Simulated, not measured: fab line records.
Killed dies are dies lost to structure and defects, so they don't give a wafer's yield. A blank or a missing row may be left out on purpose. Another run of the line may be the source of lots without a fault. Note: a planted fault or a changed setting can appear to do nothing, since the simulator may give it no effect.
Struck lot and sound lot, side by side | flow n5 finfet | 14 steps out of a route of 1938
Sound: the wafers L609.2, L609.3, L609.5. Struck: wafer L616.3. (L616.1, L616.6 of the same lot were not struck and are left out.) The cause comes at the end.
For every step that has rows: the tool of each side, followed by ch and its chambers, followed by its first start. Under that, the readings that differ: sound wafers | struck wafers | difference of the means | sigmas: that difference in standard deviations of wafers without a fault.
alike: same words and numbers on both sides, and readings whose means sit less than 2 such deviations apart. not compared: any withheld reading, any reading some wafer has no value for, any bound like >300 that may hide the same value, and any number with overlapping values for which the record gives no deviation.
A row with sigmas, a row that says differs or no value, or rows on one side alone: a step with any of these is where the two part. Non-overlapping numbers with no deviation appear without sigmas and do not part them. A reading missing from all wafers of one side parts the sides only when that side holds two or more wafers.

N5_BEOL_M5_SPUTTER_83: material Cu, target thk 15 nm, time 27.62 s.
  struck on pvd sputter-02, day 11 17:48; sound on pvd sputter-03, day 9 16:55
  reading                | sound          | struck | difference | sigmas
  throttle valve pct (%) | 29.6 27.9 27.7 | 31.8   | +3.4       | +3
  alike: chuck gas flow sccm, chuck sensor temp C
then, 1 step without rows for these wafers: N5_BEOL_M5_ANNEAL_84 (time 1800 s).
N5_BEOL_M5_SPUTTER_88: material Cu, target thk 15 nm, time 27.62 s.
  struck on pvd sputter-02, day 11 18:53; sound on pvd sputter-03, day 9 18:00
  reading                | sound          | struck | difference | sigmas
  throttle valve pct (%) | 29.7 27.7 28.0 | 31.6   | +3.1       | +3
  alike: chuck gas flow sccm, chuck sensor temp C
N5_BEOL_M5_ANNEAL_89: time 1800 s.
  struck on pvd sputter-02, day 11 18:58; sound on pvd sputter-03, day 9 18:05
  alike: heater power w
N5_BEOL_M5_SPUTTER_90: material Cu, target thk 4.5 nm, time 8.29 s.
  struck on pvd sputter-02, day 11 19:58; sound on pvd sputter-03, day 9 19:05
  reading                | sound          | struck | difference | sigmas
  throttle valve pct (%) | 29.7 28.1 28.0 | 31.3   | +2.7       | +3
  alike: chuck gas flow sccm, chuck sensor temp C
then, 3 steps without rows for these wafers: N5_BEOL_M5_ECD_50 (material Cu, target thk 300 nm); N5_BEOL_M5_ANNEAL_51 (time 90 s); N5_BEOL_M5_CMP_52 (polishes, stops on SiCOH lowk, t overpolish 6.9 s, target thk 62 nm).
N5_BEOL_M5_THK_MEAS_53: measures by xrf.
  struck on film metro-02, day 11 20:46; sound on film metro-01, day 9 20:08
  alike: M5_THK
then, 1 step without rows for these wafers: N5_BEOL_M5_PRE_CLEAN_77 (time 15 s).
N5_BEOL_M5_CO_CAP_78: material Co, precursor CCTBA/H2, target thk 2 nm, time 102.1 s.
  sound on cvd co-01 ch 0,1,2, day 9 20:20; struck on cvd co-02 ch 1, day 11 20:51
  alike: heater power w
then, 1 step without rows for these wafers: N5_BEOL_M5_PRE_CLEAN_55 (time 15 s).
N5_BEOL_M5_DEP_56: deposits SiCN from 3MS/NH3, target thk 8 nm, time 14 s.
  sound on pecvd-02 ch 0,1, day 9 20:28; struck on pecvd-04 ch 2, day 11 20:58
  reading                                  | sound   | struck | difference | sigmas
  model.SiCN_of_BEOL_M5_DEP_56.thk nm (nm) | 8 8 8.2 | 10     | +2         |
  alike: showerhead plenum p Torr, throttle valve pct
N5_BEOL_M5_RS_MEAS_57: measures by four-point-probe.
  struck on film metro-01, day 11 21:02; sound on film metro-01, day 9 20:33
  alike: M5_RS

## WHERE THEY PART
At N5_BEOL_M5_SPUTTER_83 first; at N5_BEOL_M5_SPUTTER_90 last (within this record only). Later steps at which nothing parts them and some readings are alike: N5_BEOL_M5_THK_MEAS_53, N5_BEOL_M5_CO_CAP_78, N5_BEOL_M5_DEP_56, N5_BEOL_M5_RS_MEAS_57.

WHY: what the simulator had put in
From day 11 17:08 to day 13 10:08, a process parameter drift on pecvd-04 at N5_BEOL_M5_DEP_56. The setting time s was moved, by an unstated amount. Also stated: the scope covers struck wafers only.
